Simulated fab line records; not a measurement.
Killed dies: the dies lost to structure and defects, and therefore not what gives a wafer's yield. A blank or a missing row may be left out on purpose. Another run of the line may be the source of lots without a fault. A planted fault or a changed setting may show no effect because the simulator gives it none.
A single fault, viewed from 3 desks | flow nand-harc | each desk has only its own numbers; what lay behind them comes last

== FOR THE TOOL OWNER'S DESK: arfi-scanner-03 ==
The tool's own readings at NHARC_A_M1_EXPOSE_06 (exposes mask A M1, target cd 120 nm): means of the sampled wafers that have a number, for each lot that ran on this tool. Marked OUT: a lot whose mean sits more than 4 standard deviations from the usual mean, which makes it out of limits; the brackets give that distance.
Columns: A = exposure-dose-mJ-cm2 at NHARC_A_M1_EXPOSE_06, usual 75.05
lot  | first seen here | A
L692 | day 23 19:06    | 75.01
L699 | day 26 17:31    | 73.49 (-18) OUT
L702 | day 28 11:04    | 73.74 (-15) OUT
This desk's finding: out of limits on L699, L702; first on L699, day 26 17:31 (exposure-dose-mJ-cm2 at NHARC_A_M1_EXPOSE_06). In limits: L692.

== FROM THE METROLOGY DESK ==
Means of the sampled wafers that have a number, per lot and without regard to the tool the lot ran on: this is what the gauges read. Marked OUT: a lot whose mean sits more than 4 standard deviations from the usual mean, which makes it out of limits; the brackets give that distance.
Columns: A = cd-nm at NHARC_A_M0_CD_MEAS_16, usual 79.8 nm; B = cd-nm at NHARC_A_M1_CD_MEAS_16, usual 120.0 nm
lot  | first seen here | A    | B
L689 | day 23 14:13    | 79.1 | 120.0
L692 | day 23 15:39    | 79.4 | 120.5
L690 | day 23 17:40    | 79.1 | 119.8
L693 | day 24 17:22    | 79.8 | 120.4
L699 | day 26 14:11    | 78.8 | 117.9
L701 | day 26 18:03    | 80.5 | 119.6
L702 | day 28 07:40    | 80.4 | 119.2
L703 | day 28 11:49    | 78.9 | 119.9
L705 | day 29 18:41    | 79.8 | 121.0
L708 | day 30 07:25    | 80.0 | 120.4
L707 | day 30 08:22    | 80.5 | 120.1
L709 | day 30 14:57    | 80.4 | 119.8
L710 | day 31 16:34    | 79.4 | 119.5
L711 | day 32 00:17    | 80.0 | 120.5
This desk's finding: nothing out of limits on any of the 14 lots.

== THE DEFECT DESK ==
For each lot, the counts of the inspections along the route, averaged over the sampled wafers that have a number. Marked OUT: a lot whose mean sits more than 4 standard deviations from the usual mean, which makes it out of limits; the brackets give that distance.
Columns: A = raw-defect-count at NHARC_A_M0_INSPECT_27, usual 540
lot  | first seen here | A
L689 | day 23 16:23    | 409
L692 | day 23 17:50    | 570
L690 | day 23 19:51    | 446
L693 | day 24 20:02    | 552
L699 | day 26 16:23    | 409
L701 | day 26 20:13    | 589
L702 | day 28 09:49    | 599
L703 | day 28 14:02    | 534
L705 | day 29 20:52    | 606
L708 | day 30 09:38    | 422
L707 | day 30 10:32    | 544
L709 | day 30 17:11    | 479
L710 | day 31 18:43    | 556
L711 | day 32 02:30    | 507
This desk's finding: nothing out of limits on any of the 14 lots.

== TAKEN TOGETHER ==
At day 26 17:31, on L699, L702, the tool owner's desk was in a position to raise an alarm.
From the metrology desk's view, nothing was out of limits.
No out-of-limits result turned up at the defect desk.
The metrology desk has L699, L702 on record, within its limits.
The defect desk has L699, L702 on record, within its limits.
Of the lots named, all ran NHARC_A_M1_EXPOSE_06 on arfi-scanner-03.

== WHAT THE SIMULATOR HAD INSERTED ==
Process parameter drift: arfi-scanner-03, from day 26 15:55 on, at NHARC_A_M1_EXPOSE_06. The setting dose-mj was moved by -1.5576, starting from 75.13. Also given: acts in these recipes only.
Struck lots among those shown: L699, L702.
Time in hours from fault onset to the first out-of-limits reading at each desk: the tool owner's desk, 2.
